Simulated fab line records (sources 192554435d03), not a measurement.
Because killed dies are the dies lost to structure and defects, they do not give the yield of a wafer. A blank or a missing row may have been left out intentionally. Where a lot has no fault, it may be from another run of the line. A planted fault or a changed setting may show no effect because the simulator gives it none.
Split-lot experiment / flow n5-finfet / 7 lots, 39 wafers read, on a route of 1938 steps

## ON THE SPLIT
At N5_SD_EPI_N_ETCH_16 (etches SiO2 in CHF3/O2, target depth 5 nm), the setting target-depth-a was moved away from the recipe's 50 angstrom on 18 of the 39 wafers read, by -57.8% to +45.8%. The other wafers ran this setting at the recipe's value.

The reading is taken at the split's own step.

## THE READING
SiARC_of_SD_EPI_N_COAT_33.thk-nm (the simulator's own value, which no gauge read), in nm, at N5_SD_EPI_N_ETCH_16 (etches SiO2 in CHF3/O2, target depth 5 nm). No usual value for it is given in the file. Here, 21 wafers ran the recipe; their average is 12.6 nm with a standard deviation of 0.38 nm.

wafer=L085.1; tool, chamber at the split=rie-diel-04, 0; target-depth-a as run, angstrom=66.08; against the recipe=+32.2%; SiARC_of_SD_EPI_N_COAT_33.thk-nm, nm=11.8; against lot-mates on the recipe=-0.4
wafer=L085.2; tool, chamber at the split=rie-diel-04, 3; target-depth-a as run, angstrom=50; against the recipe=recipe; SiARC_of_SD_EPI_N_COAT_33.thk-nm, nm=11.8; against lot-mates on the recipe=-
wafer=L085.3; tool, chamber at the split=rie-diel-04, 1; target-depth-a as run, angstrom=50; against the recipe=recipe; SiARC_of_SD_EPI_N_COAT_33.thk-nm, nm=12.6; against lot-mates on the recipe=-
wafer=L085.4; tool, chamber at the split=rie-diel-04, 2; target-depth-a as run, angstrom=50; against the recipe=recipe; SiARC_of_SD_EPI_N_COAT_33.thk-nm, nm=12.2; against lot-mates on the recipe=-
wafer=L085.5; tool, chamber at the split=rie-diel-04, 3; target-depth-a as run, angstrom=66.08; against the recipe=+32.2%; SiARC_of_SD_EPI_N_COAT_33.thk-nm, nm=10.4; against lot-mates on the recipe=-1.8
wafer=L085.6; tool, chamber at the split=rie-diel-04, 2; target-depth-a as run, angstrom=66.08; against the recipe=+32.2%; SiARC_of_SD_EPI_N_COAT_33.thk-nm, nm=11; against lot-mates on the recipe=-1.2
wafer=L086.1; tool, chamber at the split=rie-diel-02, 3; target-depth-a as run, angstrom=50; against the recipe=recipe; SiARC_of_SD_EPI_N_COAT_33.thk-nm, nm=13; against lot-mates on the recipe=-
wafer=L086.2; tool, chamber at the split=rie-diel-02, 1; target-depth-a as run, angstrom=50; against the recipe=recipe; SiARC_of_SD_EPI_N_COAT_33.thk-nm, nm=12.6; against lot-mates on the recipe=-
wafer=L086.5; tool, chamber at the split=rie-diel-02, 1; target-depth-a as run, angstrom=50; against the recipe=recipe; SiARC_of_SD_EPI_N_COAT_33.thk-nm, nm=12.6; against lot-mates on the recipe=-
wafer=L088.1; tool, chamber at the split=rie-diel-02, 2; target-depth-a as run, angstrom=50; against the recipe=recipe; SiARC_of_SD_EPI_N_COAT_33.thk-nm, nm=13; against lot-mates on the recipe=-
wafer=L088.2; tool, chamber at the split=rie-diel-02, 1; target-depth-a as run, angstrom=50; against the recipe=recipe; SiARC_of_SD_EPI_N_COAT_33.thk-nm, nm=12.4; against lot-mates on the recipe=-
wafer=L088.3; tool, chamber at the split=rie-diel-02, 0; target-depth-a as run, angstrom=50; against the recipe=recipe; SiARC_of_SD_EPI_N_COAT_33.thk-nm, nm=12; against lot-mates on the recipe=-
wafer=L088.4; tool, chamber at the split=rie-diel-02, 2; target-depth-a as run, angstrom=21.11; against the recipe=-57.8%; SiARC_of_SD_EPI_N_COAT_33.thk-nm, nm=15; against lot-mates on the recipe=+2.5
wafer=L088.5; tool, chamber at the split=rie-diel-02, 1; target-depth-a as run, angstrom=21.11; against the recipe=-57.8%; SiARC_of_SD_EPI_N_COAT_33.thk-nm, nm=14.4; against lot-mates on the recipe=+1.9
wafer=L088.6; tool, chamber at the split=rie-diel-02, 0; target-depth-a as run, angstrom=21.11; against the recipe=-57.8%; SiARC_of_SD_EPI_N_COAT_33.thk-nm, nm=14.2; against lot-mates on the recipe=+1.7
wafer=L090.1; tool, chamber at the split=rie-diel-02, 2; target-depth-a as run, angstrom=50; against the recipe=recipe; SiARC_of_SD_EPI_N_COAT_33.thk-nm, nm=13.4; against lot-mates on the recipe=-
wafer=L090.2; tool, chamber at the split=rie-diel-02, 1; target-depth-a as run, angstrom=50; against the recipe=recipe; SiARC_of_SD_EPI_N_COAT_33.thk-nm, nm=12.8; against lot-mates on the recipe=-
wafer=L090.3; tool, chamber at the split=rie-diel-02, 0; target-depth-a as run, angstrom=50; against the recipe=recipe; SiARC_of_SD_EPI_N_COAT_33.thk-nm, nm=12.2; against lot-mates on the recipe=-
wafer=L090.4; tool, chamber at the split=rie-diel-02, 2; target-depth-a as run, angstrom=66.4; against the recipe=+32.8%; SiARC_of_SD_EPI_N_COAT_33.thk-nm, nm=12.2; against lot-mates on the recipe=-0.6
wafer=L090.5; tool, chamber at the split=rie-diel-02, 0; target-depth-a as run, angstrom=66.4; against the recipe=+32.8%; SiARC_of_SD_EPI_N_COAT_33.thk-nm, nm=11.2; against lot-mates on the recipe=-1.6
wafer=L090.6; tool, chamber at the split=rie-diel-02, 1; target-depth-a as run, angstrom=66.4; against the recipe=+32.8%; SiARC_of_SD_EPI_N_COAT_33.thk-nm, nm=11.4; against lot-mates on the recipe=-1.4
wafer=L092.1; tool, chamber at the split=rie-diel-02, 1; target-depth-a as run, angstrom=50; against the recipe=recipe; SiARC_of_SD_EPI_N_COAT_33.thk-nm, nm=12.6; against lot-mates on the recipe=-
wafer=L092.2; tool, chamber at the split=rie-diel-02, 3; target-depth-a as run, angstrom=33.9; against the recipe=-32.2%; SiARC_of_SD_EPI_N_COAT_33.thk-nm, nm=13.6; against lot-mates on the recipe=+1.1
wafer=L092.3; tool, chamber at the split=rie-diel-02, 2; target-depth-a as run, angstrom=33.9; against the recipe=-32.2%; SiARC_of_SD_EPI_N_COAT_33.thk-nm, nm=14.4; against lot-mates on the recipe=+1.9
wafer=L092.4; tool, chamber at the split=rie-diel-02, 0; target-depth-a as run, angstrom=50; against the recipe=recipe; SiARC_of_SD_EPI_N_COAT_33.thk-nm, nm=12.4; against lot-mates on the recipe=-
wafer=L092.5; tool, chamber at the split=rie-diel-02, 3; target-depth-a as run, angstrom=50; against the recipe=recipe; SiARC_of_SD_EPI_N_COAT_33.thk-nm, nm=12.4; against lot-mates on the recipe=-
wafer=L092.6; tool, chamber at the split=rie-diel-02, 0; target-depth-a as run, angstrom=33.9; against the recipe=-32.2%; SiARC_of_SD_EPI_N_COAT_33.thk-nm, nm=13.4; against lot-mates on the recipe=+0.9
wafer=L093.1; tool, chamber at the split=rie-diel-04, 3; target-depth-a as run, angstrom=72.91; against the recipe=+45.8%; SiARC_of_SD_EPI_N_COAT_33.thk-nm, nm=10.6; against lot-mates on the recipe=-2.0
wafer=L093.2; tool, chamber at the split=rie-diel-04, 2; target-depth-a as run, angstrom=72.91; against the recipe=+45.8%; SiARC_of_SD_EPI_N_COAT_33.thk-nm, nm=11; against lot-mates on the recipe=-1.6
wafer=L093.3; tool, chamber at the split=rie-diel-04, 1; target-depth-a as run, angstrom=50; against the recipe=recipe; SiARC_of_SD_EPI_N_COAT_33.thk-nm, nm=13; against lot-mates on the recipe=-
wafer=L093.4; tool, chamber at the split=rie-diel-04, 0; target-depth-a as run, angstrom=50; against the recipe=recipe; SiARC_of_SD_EPI_N_COAT_33.thk-nm, nm=12.4; against lot-mates on the recipe=-
wafer=L093.5; tool, chamber at the split=rie-diel-04, 3; target-depth-a as run, angstrom=72.91; against the recipe=+45.8%; SiARC_of_SD_EPI_N_COAT_33.thk-nm, nm=10.4; against lot-mates on the recipe=-2.2
wafer=L093.6; tool, chamber at the split=rie-diel-04, 0; target-depth-a as run, angstrom=50; against the recipe=recipe; SiARC_of_SD_EPI_N_COAT_33.thk-nm, nm=12.4; against lot-mates on the recipe=-
wafer=L096.1; tool, chamber at the split=rie-diel-02, 3; target-depth-a as run, angstrom=61.99; against the recipe=+24.0%; SiARC_of_SD_EPI_N_COAT_33.thk-nm, nm=11.6; against lot-mates on the recipe=-1.1
wafer=L096.2; tool, chamber at the split=rie-diel-02, 1; target-depth-a as run, angstrom=50; against the recipe=recipe; SiARC_of_SD_EPI_N_COAT_33.thk-nm, nm=12.6; against lot-mates on the recipe=-
wafer=L096.3; tool, chamber at the split=rie-diel-02, 2; target-depth-a as run, angstrom=61.99; against the recipe=+24.0%; SiARC_of_SD_EPI_N_COAT_33.thk-nm, nm=12.2; against lot-mates on the recipe=-0.5
wafer=L096.4; tool, chamber at the split=rie-diel-02, 0; target-depth-a as run, angstrom=61.99; against the recipe=+24.0%; SiARC_of_SD_EPI_N_COAT_33.thk-nm, nm=11.4; against lot-mates on the recipe=-1.3
wafer=L096.5; tool, chamber at the split=rie-diel-02, 2; target-depth-a as run, angstrom=50; against the recipe=recipe; SiARC_of_SD_EPI_N_COAT_33.thk-nm, nm=13.2; against lot-mates on the recipe=-
wafer=L096.6; tool, chamber at the split=rie-diel-02, 3; target-depth-a as run, angstrom=50; against the recipe=recipe; SiARC_of_SD_EPI_N_COAT_33.thk-nm, nm=12.4; against lot-mates on the recipe=-

THE FIT
A straight line over all 39 wafers: SiARC_of_SD_EPI_N_COAT_33.thk-nm changes by -0.037 nm for each +1% of target-depth-a; r = -0.92; the points scatter about the line by 0.43 nm.
The same after taking each lot's own level away (the mean of its wafers on the recipe; 39 wafers): -0.0382 nm for each +1%; r = -0.94; scatter 0.39 nm.
That fit puts the effect of the largest move of target-depth-a on the reading at 2.2 nm.
Across the lots, their own levels run from 12.20 to 12.80 nm, a range of 1.6 times the standard deviation given above.
Consequently the slope shifts little with the lot-to-lot level, the two slopes agreeing.
Check: for one of the wafers moved furthest among these (-57.8%), held out of the fit, the line's prediction against its lot-mates is +2.13 nm. It came out at +2.53 nm against them.

## THE OTHER SPLITS THESE WAFERS WENT THROUGH
These wafers also went through other splits before the reading. Each is held against what the fit with the lots' levels taken away leaves over:
other split on the same wafers=N5_ZERO_LAYER_DEVELOP_10 develop-time-s; wafers away from the commonest value=18; r with SiARC_of_SD_EPI_N_COAT_33.thk-nm (lot level and that fit taken away)=+0.06
other split on the same wafers=N5_PMOS_HMC_CHANNEL_EPI_HM_DEP_34 time-s; wafers away from the commonest value=18; r with SiARC_of_SD_EPI_N_COAT_33.thk-nm (lot level and that fit taken away)=-0.23

## THE WHOLE CHAIN: every reading that the file lists as answering this split, in the file's order
step=N5_SD_EPI_N_ETCH_16; what it does=etches SiO2 in CHF3/O2, target depth 5 nm; reading=etch.depth-nm (the simulator's own value, which no gauge read); change (the file's fit)=+0.0502 nm for each +1% of the setting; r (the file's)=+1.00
step=N5_SD_EPI_N_ETCH_16; what it does=etches SiO2 in CHF3/O2, target depth 5 nm; reading=SiARC_of_SD_EPI_N_COAT_33.thk-nm (the simulator's own value, which no gauge read); change (the file's fit)=-0.0383 nm for each +1% of the setting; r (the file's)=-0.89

## FILE'S OWN FIT
SiARC_of_SD_EPI_N_COAT_33.thk-nm changes by -0.0383 nm for each +1% of target-depth-a, r = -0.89.
